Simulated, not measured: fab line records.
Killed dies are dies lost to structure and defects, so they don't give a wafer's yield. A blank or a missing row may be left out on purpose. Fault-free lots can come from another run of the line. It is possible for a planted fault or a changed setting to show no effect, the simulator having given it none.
fab line records ; flow n5_finfet ; part 2 of 2: steps 27 to 33 of 33
record lots=5; wafers=15; last_day=18
route steps=1938 shown SD_EPI_N@277 SD_EPI_P@295
lots untouched by any fault: they come from a run of this same line in which no faults occurred
start_h: hours from the record's opening day to when the first of the lot's shown wafers began ; wait_h: time in hours since the lot's previous step ; " the same as in the row above ; L1.1+2: a single row standing in for several wafers ; - no value, or no start given ; * or withheld: withheld ; < > ~ a bound
route shown NAME@n: NAME is a module with steps in the file, n the number in the route of the first one ; usual: the fault-free wafers' mean and standard deviation ; same: alike in all rows ; chamber/n: place in a boat ; sites: each site's reading ; _std_site: standard deviation across them ; _edge_site: mean of outer sites minus mean of inner sites ; radius_mm: for every site, how far away it sits from the centre of the wafer ; mask NAME#n: copy n ; behind: tool/chamber where the wafer was last shaped ; hold: why the lot went on hold/how many hours it stayed there/how the hold came to an end ; device: the n, p or np transistor that did not switch ; end of line: at the end of the route, the tests of the same wafers ; step lacking rows: just its recipe ; killed: not the wafer's yield, but the dies lost to structure and defects at the first sort ; map: dies across one wafer; x = killed, . = not, _ = none there
set.NAME: the setting the step ran with; set.NAME@STEP: the setting that earlier step ran with ; model.NAME: the simulator's own value behind a step, which no gauge read
certain route steps with their lots: each step a table, each wafer a row
services: when a tool's chamber went out of use (start_h, in hours from the record's first day, below 0 if earlier), for how many hours, and the reason
## steps
# step N5_SD_EPI_P_CD_MEAS_09
# recipe target_cd_nm=240; landing_energy_ev=500; detector=se_inlens
# usual cd_nm=239.8/0.93
lot.wafer;tool;chamber;start_h;wait_h;cd_nm
L079.4;cd_sem-01;0;85.40;-;238.8
L079.5;cd_sem-01;0;85.40;-;238.7
L079.6;cd_sem-01;0;85.40;-;237.4
L085.4;cd_sem-03;0;121.48;-;239.3
L085.5;cd_sem-03;0;121.48;-;238.8
L085.6;cd_sem-03;0;121.48;-;238.4
L092.2;cd_sem-01;0;162.32;-;240.3
L092.5;cd_sem-01;0;162.32;-;240.2
L092.6;cd_sem-01;0;162.32;-;240.5
L093.1;cd_sem-03;0;172.18;-;240.3
L093.3;cd_sem-03;0;172.18;-;240.2
L093.5;cd_sem-03;0;172.18;-;239.6
L095.2;cd_sem-01;0;179.26;-;239.0
L095.3;cd_sem-01;0;179.26;-;239.6
L095.5;cd_sem-01;0;179.26;-;238.9
# step N5_SD_EPI_P_OVL_MEAS_10
# recipe points_per_wafer=44
# usual SD_P_BLK_OVL=-0.5/0.78
lot.wafer;tool;chamber;start_h;wait_h;SD_P_BLK_OVL[nm]
L079.4;overlay-01;0;85.43;0.0;-0.7
L079.5;overlay-01;0;85.43;0.0;-1.2
L079.6;overlay-01;0;85.43;0.0;-0.8
L085.4;overlay-01;0;121.50;0.0;-1.0
L085.5;overlay-01;0;121.50;0.0;-0.7
L085.6;overlay-01;0;121.50;0.0;-0.9
L092.2;overlay-02;0;162.35;0.0;-0.3
L092.5;overlay-02;0;162.35;0.0;-1.1
L092.6;overlay-02;0;162.35;0.0;0.3
L093.1;overlay-02;0;172.22;0.0;0.4
L093.3;overlay-02;0;172.22;0.0;0.0
L093.5;overlay-02;0;172.22;0.0;0.0
L095.2;overlay-02;0;179.29;0.0;0.4
L095.3;overlay-02;0;179.29;0.0;0.0
L095.5;overlay-02;0;179.29;0.0;-0.2
# step N5_SD_EPI_P_INSPECT_11
# recipe mode=adi; inspect_instrument=macro
# usual raw_defect_count=1.9/1.4
lot.wafer;tool;chamber;start_h;wait_h;raw_defect_count
L079.4;defect_inspect-01;-;85.46;0.0;0
L079.5;defect_inspect-01;-;85.46;0.0;1
L079.6;defect_inspect-01;-;85.46;0.0;1
L085.4;defect_inspect-02;-;121.53;0.0;0
L085.5;defect_inspect-02;-;121.53;0.0;2
L085.6;defect_inspect-02;-;121.53;0.0;1
L092.2;defect_inspect-01;-;162.38;0.0;3
L092.5;defect_inspect-01;-;162.38;0.0;1
L092.6;defect_inspect-01;-;162.38;0.0;1
L093.1;defect_inspect-01;-;172.24;0.0;3
L093.3;defect_inspect-01;-;172.24;0.0;4
L093.5;defect_inspect-01;-;172.24;0.0;1
L095.2;defect_inspect-01;-;179.31;0.0;0
L095.3;defect_inspect-01;-;179.31;0.0;1
L095.5;defect_inspect-01;-;179.31;0.0;3
# step N5_SD_EPI_P_DESCUM_14
# recipe chemistry=O2; time_s=7.9; source_power_w=50; bias_power_w=20; pressure_mtorr=20; rf_frequency_hz=2.712e+07; temp_c=40; resist=CAR-ArF-block; o2_flow_sccm=225
# usual drypump_motor_current_A=5.9/0.32; oes_product_au=0.76/0.071; rf_vpp_V=242.7/1.5; showerhead_plenum_p_Torr=2.06/0.085; throttle_valve_pct=20.36/0.22
lot.wafer;tool;chamber;start_h;wait_h;drypump_motor_current_A;oes_product_au;rf_hours_counter_h;rf_vpp_V;showerhead_plenum_p_Torr;throttle_valve_pct
L079.4;rie_diel-03;0;85.49;0.0;5.8;0.96;5;243.5;2.14;20.53
L079.5;rie_diel-03;2;85.49;0.0;6.5;0.70;-;242.6;2.09;20.43
L079.6;rie_diel-03;3;85.49;0.0;5.5;0.71;-;242.7;1.98;20.18
L085.4;rie_diel-04;0;121.58;0.0;5.4;0.77;-;242.8;1.98;19.95
L085.5;rie_diel-04;2;121.58;0.0;6.1;0.71;-;243.1;2.14;20.63
L085.6;rie_diel-04;1;121.58;0.0;6.2;0.76;-;245.3;2.19;20.34
L092.2;rie_diel-04;3;162.41;0.0;5.6;0.78;108;240.9;1.95;20.23
L092.5;rie_diel-04;3;162.41;0.0;5.6;0.79;-;240.3;1.95;20.23
L092.6;rie_diel-04;2;162.41;0.0;6.1;0.69;-;243.9;2.14;20.65
L093.1;rie_diel-04;2;172.27;0.0;6.1;0.69;245;244.1;2.13;20.67
L093.3;rie_diel-04;3;172.27;0.0;5.6;0.78;111;239.3;1.95;20.24
L093.5;rie_diel-04;0;172.27;0.0;5.4;0.75;-;243.3;1.98;20.00
L095.2;rie_diel-03;1;179.35;0.0;5.6;0.74;189;240.5;2.00;20.75
L095.3;rie_diel-03;3;179.35;0.0;5.5;0.70;235;241.2;1.97;20.22
L095.5;rie_diel-03;1;179.35;0.0;5.6;0.73;-;241.8;2.00;20.77
# step N5_SD_EPI_P_ETCH_36
# recipe chemistry=CF4; target=SiARC; target_depth_a=455; mask_material=CAR-ArF-block; time_s=75.8; ion_energy_ev=80; pressure_mtorr=40; source_w=545; bias_w=36; Ar_flow_sccm=100; cf4_flow_sccm=100; ends=cleared
# usual cf4_flow_sccm=99.99/0.28; drypump_motor_current_A=5.9/0.32; etch_rf_on_time_s=76.8/2.9; oes_product_au=0.65/0.063; rf_vpp_V=183.8/1.3; showerhead_plenum_p_Torr=2.12/0.082; throttle_valve_pct=15.59/0.2
lot.wafer;tool;chamber;start_h;wait_h;cf4_flow_sccm;drypump_motor_current_A;etch_rf_on_time_s;oes_product_au;rf_hours_counter_h;rf_vpp_V;showerhead_plenum_p_Torr;throttle_valve_pct
L079.4;rie_diel-03;0;85.52;0.0;99.97;5.8;71.1;0.84;5;183.6;2.20;15.65
L079.5;rie_diel-03;2;85.52;0.0;99.76;6.6;76.3;0.60;-;183.3;2.12;15.57
L079.6;rie_diel-03;3;85.52;0.0;100.42;5.5;77.3;0.60;-;182.7;2.04;15.51
L085.4;rie_diel-04;0;121.62;0.0;99.86;5.4;75.8;0.66;-;183.4;2.06;15.42
L085.5;rie_diel-04;2;121.62;0.0;100.02;6.0;77.9;0.59;-;184.9;2.21;15.90
L085.6;rie_diel-04;1;121.62;0.0;99.80;6.2;83.1;0.61;-;186.7;2.23;15.46
L092.2;rie_diel-04;3;162.45;0.0;99.95;5.6;75.7;0.67;108;183.0;2.00;15.32
L092.5;rie_diel-04;3;162.45;0.0;100.38;5.6;76.0;0.68;-;182.1;2.00;15.32
L092.6;rie_diel-04;2;162.45;0.0;100.04;6.1;78.0;0.58;-;183.5;2.20;15.93
L093.1;rie_diel-04;2;172.31;0.0;99.66;6.0;78.3;0.58;245;185.0;2.20;15.95
L093.3;rie_diel-04;3;172.31;0.0;99.78;5.7;75.5;0.68;111;182.7;2.00;15.34
L093.5;rie_diel-04;0;172.31;0.0;100.55;5.4;76.3;0.64;-;182.2;2.05;15.46
L095.2;rie_diel-03;1;179.38;0.0;100.33;5.6;72.3;0.65;189;183.5;2.05;15.89
L095.3;rie_diel-03;3;179.38;0.0;100.15;5.5;75.8;0.59;235;182.2;2.03;15.55
L095.5;rie_diel-03;1;179.38;0.0;99.72;5.6;71.8;0.65;-;183.8;2.05;15.91
# step N5_SD_EPI_P_ETCH_37
# recipe chemistry=N2/H2; target=SOC; overetch_a=1080; mask_material=SiARC; temp_c=40; ion_energy_ev=100; source_w=3000; bias_w=133; pressure_mtorr=20; time_s=486; n2_flow_sccm=200; h2_flow_sccm=200; ends=end_point
# usual drypump_motor_current_A=5.9/0.32; oes_product_au=0.68/0.058; rf_vpp_V=240.3/1.5; showerhead_plenum_p_Torr=2.49/0.1; throttle_valve_pct=23.64/0.28
lot.wafer;tool;chamber;start_h;wait_h;drypump_motor_current_A;oes_product_au;rf_hours_counter_h;rf_vpp_V;showerhead_plenum_p_Torr;throttle_valve_pct
L079.4;rie_diel-03;0;85.58;0.0;5.8;0.84;5;242.7;2.59;24.24
L079.5;rie_diel-03;2;85.58;0.0;6.5;0.63;-;240.8;2.49;23.21
L079.6;rie_diel-03;3;85.58;0.0;5.5;0.64;-;240.0;2.41;23.60
L085.4;rie_diel-04;0;121.81;0.2;5.4;0.69;-;237.0;2.42;23.36
L085.5;rie_diel-04;2;121.81;0.2;6.1;0.63;-;240.0;2.61;23.92
L085.6;rie_diel-04;1;121.81;0.2;6.2;0.69;-;242.2;2.62;23.42
L092.2;rie_diel-04;3;162.50;0.0;5.6;0.71;109;239.2;2.34;23.40
L092.5;rie_diel-04;3;162.50;0.0;5.6;0.71;-;239.6;2.34;23.36
L092.6;rie_diel-04;2;162.50;0.0;6.1;0.62;-;241.5;2.60;23.95
L093.1;rie_diel-04;2;172.36;0.0;6.1;0.62;245;242.0;2.60;23.93
L093.3;rie_diel-04;3;172.36;0.0;5.6;0.71;111;239.1;2.34;23.38
L093.5;rie_diel-04;0;172.36;0.0;5.4;0.67;-;239.1;2.41;23.37
L095.2;rie_diel-03;1;179.44;0.0;5.6;0.66;189;240.8;2.41;24.14
L095.3;rie_diel-03;3;179.44;0.0;5.5;0.62;235;238.7;2.40;23.62
L095.5;rie_diel-03;1;179.44;0.0;5.5;0.66;-;240.0;2.41;24.14
# step N5_SD_EPI_P_STRIP_38
# recipe chemistry=N2/H2; temp_c=40; n2_flow_sccm=200; h2_flow_sccm=200; rf_frequency_hz=6e+07
lot.wafer;tool;chamber;start_h;wait_h
L079.4+5+6;rie_diel-03;0,2,3;85.89;0.2
L085.4+5+6;rie_diel-04;0,2,1;121.97;0.0
L092.2+5+6;rie_diel-04;3,3,2;162.82;0.2
L093.1+3+5;rie_diel-04;2,3,0;172.68;0.2
L095.2+3+5;rie_diel-03;1,3,1;179.75;0.2
## services
tool;chamber;start_h;hours;kind
rie_si-02;2;57.92;4.5;repair
rie_si-02;0;63.29;2.6;repair
epi_rpcvd-02;-;63.91;2.2;repair
rie_diel-04;0;66.29;10.2;repair
ald_sin-04;3;66.35;8.7;repair
ald_sin-02;-;68.53;6.1;pm
arfi_scanner-03;-;72.70;1.0;pm
epi_rpcvd-01;-;81.29;0.5;pm
arfi_scanner-01;-;83.93;1.0;pm
ald_sin-02;1;84.49;15.9;repair
rie_si-02;-;87.36;2.8;pm
rie_diel-04;2;90.08;1.8;repair
rie_diel-03;3;92.22;7.2;repair
arfi_scanner-03;-;111.83;0.8;pm
rie_diel-05;-;112.03;4.3;pm
arfi_scanner-01;-;128.22;0.3;repair
rie_diel-02;2;136.70;8.8;repair
rie_diel-04;-;136.74;2.8;pm
wet_bench-02;-;142.20;4.6;repair
rie_diel-02;-;154.74;14.6;pm
rie_diel-04;2;157.46;2.1;repair
rie_diel-05;2;159.38;5.2;repair
rie_diel-02;1;170.92;3.2;repair
arfi_scanner-01;-;179.23;1.3;pm
